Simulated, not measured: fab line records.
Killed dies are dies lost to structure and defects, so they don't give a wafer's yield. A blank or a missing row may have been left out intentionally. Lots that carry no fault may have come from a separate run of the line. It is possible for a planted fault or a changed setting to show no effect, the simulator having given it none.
fab line records / flow nand-harc
record: lots: 6 wafers: 18 last-day: 33
route steps=1302 shown A_CONTACT@1102 A_BLC@1107
lots untouched by any fault: they come from a run of this same line in which no faults occurred
start-h: hours from the record's opening day to when the first of the lot's shown wafers began / wait-h: time in hours since the lot's previous step / " the same as in the row above / L1.1+2: one row covering several wafers at once / - no value, or no start given / * or withheld: withheld / < > ~ a bound
route shown NAME@n: names a module that has steps shown in the file, with the first one's number in the route / usual: the fault-free wafers' mean and standard deviation / same: alike in all rows / chamber/n: place in a boat / sites: the reading at each site / _std_site: the standard deviation of these / _edge_site: outer sites' mean less inner sites' / radius-mm: for every site, how far away it sits from the centre of the wafer / mask NAME#n: copy n / behind: the last tool/chamber to shape the wafer / hold: the reason the lot was held/the length of the hold in hours/how it ended / device: names the non-switching transistor (n, p or np) / end of line: the tests these same wafers got at the end of their route / step lacking rows: just its recipe / killed: dies that structure and defects cost at the first sort, which is not the same as the wafer's yield / map: a wafer's dies, marking killed ones x, the rest . and places with no die _
set.NAME: the setting that was run; set.NAME@STEP: the one run at that earlier step / model.NAME: the simulator's own value behind a step, which no gauge read
certain route steps with their lots: each step a table, each wafer a row
services: when a tool's chamber went out of use (start-h, in hours from the record's first day, below 0 if earlier), for how many hours, and the reason
== steps ==
step: NHARC_A_CONTACT_CVD_19
recipe: target-thk-a: 3000 temp-c: 300 pressure-torr: 40 wf6-flow-sccm: 40 h2-flow-sccm: 1600 ar-flow-sccm: 1560 time-s: 802 material: W
usual: heater-power-w: 473/39 mfc-wf6-sccm: 40.00/0.12 throttle-valve-pct: 8.07/0.26
lot.wafer=L199.2 tool=cvd-w-02 chamber=0 start-h=- wait-h=- heater-power-w=509 mfc-wf6-sccm=40.14 throttle-valve-pct=8.00
lot.wafer=L199.3 tool=cvd-w-02 chamber=1 start-h=- wait-h=- heater-power-w=420 mfc-wf6-sccm=39.93 throttle-valve-pct=8.19
lot.wafer=L199.4 tool=cvd-w-02 chamber=0 start-h=- wait-h=- heater-power-w=521 mfc-wf6-sccm=39.94 throttle-valve-pct=7.94
lot.wafer=L205.1 tool=cvd-w-02 chamber=1 start-h=- wait-h=- heater-power-w=419 mfc-wf6-sccm=39.90 throttle-valve-pct=8.07
lot.wafer=L205.2 tool=cvd-w-02 chamber=0 start-h=- wait-h=- heater-power-w=509 mfc-wf6-sccm=40.04 throttle-valve-pct=7.91
lot.wafer=L205.4 tool=cvd-w-02 chamber=1 start-h=- wait-h=- heater-power-w=419 mfc-wf6-sccm=40.15 throttle-valve-pct=8.20
lot.wafer=L211.1 tool=cvd-w-01 chamber=0 start-h=- wait-h=- heater-power-w=484 mfc-wf6-sccm=39.98 throttle-valve-pct=8.06
lot.wafer=L211.4 tool=cvd-w-01 chamber=1 start-h=- wait-h=- heater-power-w=487 mfc-wf6-sccm=40.08 throttle-valve-pct=8.23
lot.wafer=L211.5 tool=cvd-w-01 chamber=0 start-h=- wait-h=- heater-power-w=477 mfc-wf6-sccm=40.02 throttle-valve-pct=8.47
lot.wafer=L212.2 tool=cvd-w-01 chamber=1 start-h=- wait-h=- heater-power-w=484 mfc-wf6-sccm=40.05 throttle-valve-pct=8.40
lot.wafer=L212.1 tool=cvd-w-01 chamber=0 start-h=- wait-h=- heater-power-w=494 mfc-wf6-sccm=39.81 throttle-valve-pct=8.25
lot.wafer=L212.4 tool=cvd-w-01 chamber=0 start-h=- wait-h=- heater-power-w=491 mfc-wf6-sccm=39.82 throttle-valve-pct=8.38
lot.wafer=L218.2 tool=cvd-w-02 chamber=1 start-h=- wait-h=- heater-power-w=414 mfc-wf6-sccm=40.11 throttle-valve-pct=7.68
lot.wafer=L218.3 tool=cvd-w-02 chamber=0 start-h=- wait-h=- heater-power-w=504 mfc-wf6-sccm=40.09 throttle-valve-pct=7.66
lot.wafer=L218.6 tool=cvd-w-02 chamber=1 start-h=- wait-h=- heater-power-w=419 mfc-wf6-sccm=40.08 throttle-valve-pct=7.86
lot.wafer=L219.1 tool=cvd-w-02 chamber=1 start-h=- wait-h=- heater-power-w=413 mfc-wf6-sccm=39.69 throttle-valve-pct=7.72
lot.wafer=L219.4 tool=cvd-w-02 chamber=0 start-h=- wait-h=- heater-power-w=493 mfc-wf6-sccm=39.76 throttle-valve-pct=7.88
lot.wafer=L219.5 tool=cvd-w-02 chamber=0 start-h=- wait-h=- heater-power-w=505 mfc-wf6-sccm=40.02 throttle-valve-pct=7.85
step: NHARC_A_CONTACT_CMP_20
recipe: t-overpolish-s: 30 target-thk-nm: 300
usual: motor-current-A: 12.4/0.92 overpolish-run-s: 30.000/0.0092 time-to-endpoint-s: 58/4
lot.wafer=L199.3 tool=cmp-02 chamber=1 start-h=557.77 wait-h=0.5 motor-current-A=13.0 overpolish-run-s=30.003 time-to-endpoint-s=61
lot.wafer=L199.2 tool=cmp-02 chamber=2 start-h=557.77 wait-h=0.5 motor-current-A=11.3 overpolish-run-s=29.993 time-to-endpoint-s=56
lot.wafer=L199.4 tool=cmp-02 chamber=3 start-h=557.77 wait-h=0.5 motor-current-A=12.5 overpolish-run-s=30.002 time-to-endpoint-s=50
lot.wafer=L205.4 tool=cmp-02 chamber=0 start-h=609.98 wait-h=0.5 motor-current-A=11.3 overpolish-run-s=29.996 time-to-endpoint-s=60
lot.wafer=L205.2 tool=cmp-02 chamber=1 start-h=609.98 wait-h=0.5 motor-current-A=12.9 overpolish-run-s=29.994 time-to-endpoint-s=62
lot.wafer=L205.1 tool=cmp-02 chamber=2 start-h=609.98 wait-h=0.5 motor-current-A=12.3 overpolish-run-s=29.993 time-to-endpoint-s=58
lot.wafer=L211.1 tool=cmp-01 chamber=0 start-h=664.36 wait-h=0.8 motor-current-A=12.3 overpolish-run-s=30.013 time-to-endpoint-s=57
lot.wafer=L211.4 tool=cmp-01 chamber=1 start-h=664.36 wait-h=0.8 motor-current-A=12.3 overpolish-run-s=29.999 time-to-endpoint-s=66
lot.wafer=L211.5 tool=cmp-01 chamber=3 start-h=664.36 wait-h=0.8 motor-current-A=11.9 overpolish-run-s=29.995 time-to-endpoint-s=60
lot.wafer=L212.1 tool=cmp-01 chamber=3 start-h=669.73 wait-h=0.6 motor-current-A=12.0 overpolish-run-s=30.002 time-to-endpoint-s=60
lot.wafer=L212.4 tool=cmp-01 chamber=0 start-h=669.73 wait-h=0.6 motor-current-A=12.7 overpolish-run-s=29.993 time-to-endpoint-s=58
lot.wafer=L212.2 tool=cmp-01 chamber=1 start-h=669.73 wait-h=0.6 motor-current-A=13.1 overpolish-run-s=29.989 time-to-endpoint-s=66
lot.wafer=L218.2 tool=cmp-01 chamber=1 start-h=722.16 wait-h=0.8 motor-current-A=12.7 overpolish-run-s=30.003 time-to-endpoint-s=63
lot.wafer=L218.3 tool=cmp-01 chamber=2 start-h=722.16 wait-h=0.8 motor-current-A=14.0 overpolish-run-s=29.979 time-to-endpoint-s=56
lot.wafer=L218.6 tool=cmp-01 chamber=3 start-h=722.16 wait-h=0.8 motor-current-A=12.2 overpolish-run-s=30.005 time-to-endpoint-s=58
lot.wafer=L219.4 tool=cmp-04 chamber=1 start-h=738.54 wait-h=0.5 motor-current-A=11.3 overpolish-run-s=29.987 time-to-endpoint-s=62
lot.wafer=L219.1 tool=cmp-04 chamber=2 start-h=738.54 wait-h=0.5 motor-current-A=10.9 overpolish-run-s=29.998 time-to-endpoint-s=59
lot.wafer=L219.5 tool=cmp-04 chamber=0 start-h=738.54 wait-h=0.5 motor-current-A=11.3 overpolish-run-s=30.003 time-to-endpoint-s=55
step: NHARC_A_CONTACT_SRD_22
step: NHARC_A_CONTACT_INSPECT_23
usual: raw-defect-count: 508/130
lot.wafer=L199.2 tool=defect-inspect-01 chamber=- start-h=558.17 wait-h=0.1 raw-defect-count=414
lot.wafer=L199.3 tool=defect-inspect-01 chamber=- start-h=558.17 wait-h=0.1 raw-defect-count=374
lot.wafer=L199.4 tool=defect-inspect-01 chamber=- start-h=558.17 wait-h=0.1 raw-defect-count=387
lot.wafer=L205.1 tool=defect-inspect-01 chamber=- start-h=610.36 wait-h=0.1 raw-defect-count=516
lot.wafer=L205.2 tool=defect-inspect-01 chamber=- start-h=610.36 wait-h=0.1 raw-defect-count=597
lot.wafer=L205.4 tool=defect-inspect-01 chamber=- start-h=610.36 wait-h=0.1 raw-defect-count=464
lot.wafer=L211.1 tool=defect-inspect-01 chamber=- start-h=664.71 wait-h=0.1 raw-defect-count=529
lot.wafer=L211.4 tool=defect-inspect-01 chamber=- start-h=664.71 wait-h=0.1 raw-defect-count=619
lot.wafer=L211.5 tool=defect-inspect-01 chamber=- start-h=664.71 wait-h=0.1 raw-defect-count=473
lot.wafer=L212.1 tool=defect-inspect-01 chamber=- start-h=670.13 wait-h=0.1 raw-defect-count=371
lot.wafer=L212.2 tool=defect-inspect-01 chamber=- start-h=670.13 wait-h=0.1 raw-defect-count=482
lot.wafer=L212.4 tool=defect-inspect-01 chamber=- start-h=670.13 wait-h=0.1 raw-defect-count=485
lot.wafer=L218.2 tool=defect-inspect-01 chamber=- start-h=722.52 wait-h=0.1 raw-defect-count=608
lot.wafer=L218.3 tool=defect-inspect-01 chamber=- start-h=722.52 wait-h=0.1 raw-defect-count=558
lot.wafer=L218.6 tool=defect-inspect-01 chamber=- start-h=722.52 wait-h=0.1 raw-defect-count=420
lot.wafer=L219.1 tool=defect-inspect-01 chamber=- start-h=738.92 wait-h=0.1 raw-defect-count=424
lot.wafer=L219.4 tool=defect-inspect-01 chamber=- start-h=738.92 wait-h=0.1 raw-defect-count=408
lot.wafer=L219.5 tool=defect-inspect-01 chamber=- start-h=738.92 wait-h=0.1 raw-defect-count=549
step: NHARC_A_BLC_DEHYDRATE_00
recipe: temp-c: 150 time-s: 120
step: NHARC_A_BLC_HMDS_01
recipe: time-s: 30
step: NHARC_A_BLC_COAT_02
recipe: temp-c: 260 time-s: 75
step: NHARC_A_BLC_COAT_03
recipe: temp-c: 225 time-s: 65
step: NHARC_A_BLC_COAT_04
recipe: spin-rpm: 1500 resist-thk-nm: 90
step: NHARC_A_BLC_SOFTBAKE_05
recipe: temp-c: 105 time-s: 55
step: NHARC_A_BLC_EBR_06
step: NHARC_A_BLC_EXPOSE_07
recipe: na: 1.35 target-cd-nm: 100 dose-mj: 67.97 mask-id: A_BLC
usual: exposure-dose-mJ-cm2: 68.01/0.16 focus-offset-nm: 0.0/0.59
lot.wafer=L199.2 tool=arfi-scanner-02 chamber=0 start-h=558.55 wait-h=- mask=A_BLC#0 exposure-dose-mJ-cm2=68.15 focus-offset-nm=0.4
lot.wafer=L199.3 tool=arfi-scanner-02 chamber=0 start-h=558.55 wait-h=- mask=A_BLC#0 exposure-dose-mJ-cm2=68.19 focus-offset-nm=0.3
lot.wafer=L199.4 tool=arfi-scanner-02 chamber=0 start-h=558.55 wait-h=- mask=A_BLC#0 exposure-dose-mJ-cm2=68.18 focus-offset-nm=0.6
lot.wafer=L205.1 tool=arfi-scanner-01 chamber=0 start-h=610.73 wait-h=- mask=A_BLC#0 exposure-dose-mJ-cm2=67.86 focus-offset-nm=0.9
lot.wafer=L205.2 tool=arfi-scanner-01 chamber=0 start-h=610.73 wait-h=- mask=A_BLC#0 exposure-dose-mJ-cm2=67.97 focus-offset-nm=-0.2
lot.wafer=L205.4 tool=arfi-scanner-01 chamber=0 start-h=610.73 wait-h=- mask=A_BLC#0 exposure-dose-mJ-cm2=67.92 focus-offset-nm=-0.3
lot.wafer=L211.1 tool=arfi-scanner-01 chamber=- start-h=665.08 wait-h=- mask=A_BLC#0 exposure-dose-mJ-cm2=- focus-offset-nm=-
lot.wafer=L211.4 tool=arfi-scanner-01 chamber=- start-h=665.08 wait-h=- mask=A_BLC#0 exposure-dose-mJ-cm2=- focus-offset-nm=-
lot.wafer=L211.5 tool=arfi-scanner-01 chamber=- start-h=665.08 wait-h=- mask=A_BLC#0 exposure-dose-mJ-cm2=- focus-offset-nm=-
lot.wafer=L212.1 tool=arfi-scanner-02 chamber=- start-h=670.50 wait-h=- mask=A_BLC#0 exposure-dose-mJ-cm2=- focus-offset-nm=-
lot.wafer=L212.2 tool=arfi-scanner-02 chamber=- start-h=670.50 wait-h=- mask=A_BLC#0 exposure-dose-mJ-cm2=- focus-offset-nm=-
lot.wafer=L212.4 tool=arfi-scanner-02 chamber=- start-h=670.50 wait-h=- mask=A_BLC#0 exposure-dose-mJ-cm2=- focus-offset-nm=-
lot.wafer=L218.2 tool=arfi-scanner-02 chamber=0 start-h=722.89 wait-h=- mask=A_BLC#0 exposure-dose-mJ-cm2=68.13 focus-offset-nm=-0.3
lot.wafer=L218.3 tool=arfi-scanner-02 chamber=0 start-h=722.89 wait-h=- mask=A_BLC#0 exposure-dose-mJ-cm2=68.06 focus-offset-nm=0.4
lot.wafer=L218.6 tool=arfi-scanner-02 chamber=0 start-h=722.89 wait-h=- mask=A_BLC#0 exposure-dose-mJ-cm2=68.08 focus-offset-nm=-0.1
lot.wafer=L219.1 tool=arfi-scanner-02 chamber=0 start-h=739.16 wait-h=- mask=A_BLC#0 exposure-dose-mJ-cm2=68.17 focus-offset-nm=-0.4
lot.wafer=L219.4 tool=arfi-scanner-02 chamber=0 start-h=739.16 wait-h=- mask=A_BLC#0 exposure-dose-mJ-cm2=68.14 focus-offset-nm=0.0
lot.wafer=L219.5 tool=arfi-scanner-02 chamber=0 start-h=739.16 wait-h=- mask=A_BLC#0 exposure-dose-mJ-cm2=68.18 focus-offset-nm=-0.8
step: NHARC_A_BLC_PEB_08
recipe: peb-temp-c: 100 peb-time-s: 65
== services ==
tool=cmp-02 chamber=- start-h=533.00 hours=4.0 kind=pm
tool=cmp-01 chamber=- start-h=533.24 hours=1.0 kind=repair
tool=cvd-w-01 chamber=- start-h=547.03 hours=13.0 kind=pm
tool=arfi-scanner-02 chamber=- start-h=549.00 hours=2.5 kind=repair
tool=cmp-01 chamber=- start-h=577.59 hours=4.0 kind=pm
tool=arfi-scanner-01 chamber=- start-h=583.03 hours=0.8 kind=repair
tool=arfi-scanner-01 chamber=- start-h=584.37 hours=6.4 kind=repair
tool=arfi-scanner-01 chamber=- start-h=596.00 hours=4.0 kind=pm
tool=cmp-04 chamber=- start-h=601.00 hours=4.0 kind=pm
tool=arfi-scanner-01 chamber=- start-h=616.33 hours=5.1 kind=repair
tool=cmp-02 chamber=- start-h=628.01 hours=0.8 kind=repair
tool=cmp-02 chamber=- start-h=631.00 hours=4.0 kind=pm
tool=cvd-w-02 chamber=- start-h=631.00 hours=13.0 kind=pm
tool=cmp-01 chamber=- start-h=637.02 hours=1.3 kind=repair
tool=cvd-w-01 chamber=- start-h=651.57 hours=0.7 kind=repair
tool=cvd-w-02 chamber=- start-h=652.82 hours=1.0 kind=repair
tool=cmp-01 chamber=- start-h=660.74 hours=0.7 kind=repair
tool=cmp-01 chamber=- start-h=675.59 hours=4.0 kind=pm
tool=arfi-scanner-02 chamber=- start-h=676.23 hours=4.0 kind=pm
tool=cmp-02 chamber=- start-h=721.94 hours=5.5 kind=repair
tool=arfi-scanner-01 chamber=- start-h=726.46 hours=0.6 kind=repair
tool=cvd-w-01 chamber=- start-h=728.03 hours=13.0 kind=pm
tool=cmp-02 chamber=- start-h=729.00 hours=4.0 kind=pm
tool=cmp-02 chamber=- start-h=733.62 hours=0.6 kind=repair
== key ==
first-sign: step: NHARC_A_BLC_EXPOSE_07 reading: tool-record direction: missing
effect none on later readings
met-at NHARC_A_BLC_EXPOSE_07
struck-wafers L211.1,L211.4,L211.5,L212.1,L212.2,L212.4
later-rows-left-out L211.1,L211.4,L211.5,L212.1,L212.2,L212.4
sort-left-out L211.1,L211.4,L211.5,L212.1,L212.2,L212.4
tester-left-out L211,L212
onset-between 610.73 665.08
fault: kind: skipped-step-whole tool: arfi-scanner-01,arfi-scanner-02 chamber: - onset-h: 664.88 steps: NHARC_A_BLC_EXPOSE_07 scope: struck-lots-only
tester-left-out: of these lots the tester's yield and bins aren't shown, on N5 and GAA mostly nor the transistor test; their killed dies are dies lost to structure and defects alone, not to doping, threshold or leakage, so they don't give the yield
sort-left-out: the simulated sort isn't trusted on such a fault, so these wafers' sort isn't shown, and their yield isn't known
later-rows-left-out: the simulator's readings of these wafers behind a module that went badly wrong aren't trusted and aren't shown, but for the sort
